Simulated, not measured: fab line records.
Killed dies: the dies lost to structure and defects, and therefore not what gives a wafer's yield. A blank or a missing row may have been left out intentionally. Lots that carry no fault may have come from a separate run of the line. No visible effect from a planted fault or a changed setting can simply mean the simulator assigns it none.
A struck lot beside a sound one -- flow nandHarc -- 10 out of 1302 route steps
Sound: the wafers L561.1, L561.3, L561.4. Struck: wafers L566.1, L566.4, L566.5. The cause comes at the end.
Each step with rows lists, per side, the tool, then ch with its chambers, then its first start. Under that, the readings that differ: sound wafers -- struck wafers -- difference of the means -- sigmas: that difference in standard deviations of wafers without a fault.
alike: readings with means less than 2 such deviations apart, plus words and numbers identical on both sides. not compared: withheld readings, readings lacking a value on some wafer, bounds such as >300 that could conceal the same value, and numbers that have no deviation in the record and whose values overlap.
A row with sigmas, a row that says differs or no value, or rows on one side alone: a step with any of these is where the two part. Numbers that don't overlap but have no deviation are shown without sigmas and don't part them. Lack of a reading on every wafer of one side parts them only where that side has two or more wafers.

NHARC_P_START_INSPECT_01:
  sound on defectInspect-02, day 3 02:02; struck on defectInspect-02, day 5 04:02
  alike: rawDefectCount
then, 7 steps without rows for these wafers: NHARC_P_ZERO_WELL_PRECLEAN_00 (cleans in SPM, time 600 s); NHARC_P_ZERO_WELL_SRD_01; NHARC_P_ZERO_WELL_PECVD_02 (deposits SiO2, target thk 10 nm); NHARC_P_ZERO_WELL_DEHYDRATE_03 (time 120 s); NHARC_P_ZERO_WELL_HMDS_04 (time 30 s); NHARC_P_ZERO_WELL_COAT_64 (time 65 s); NHARC_P_ZERO_WELL_COAT_05 (resist thk 600 nm).
NHARC_P_ZERO_WELL_SOFTBAKE_06: time 70 s.
  sound on lithoTrack-03 ch 0, day 3 02:00; struck on lithoTrack-05 ch 0, day 5 04:00
reading,sound,struck,difference,sigmas
heaterPowerTotalW (W),199.7 200.7 200.5,218.2 217.8 220.5,+18.5,+14
after that, 1 step had no rows for these wafers: NHARC_P_ZERO_WELL_EBR_07.

WHERE THEY PART
NHARC_P_ZERO_WELL_SOFTBAKE_06 only, going by this record.

WHY: what the simulator had put in
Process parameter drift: lithoTrack-05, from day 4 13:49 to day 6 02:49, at NHARC_P_ZERO_WELL_SOFTBAKE_06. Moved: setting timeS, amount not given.
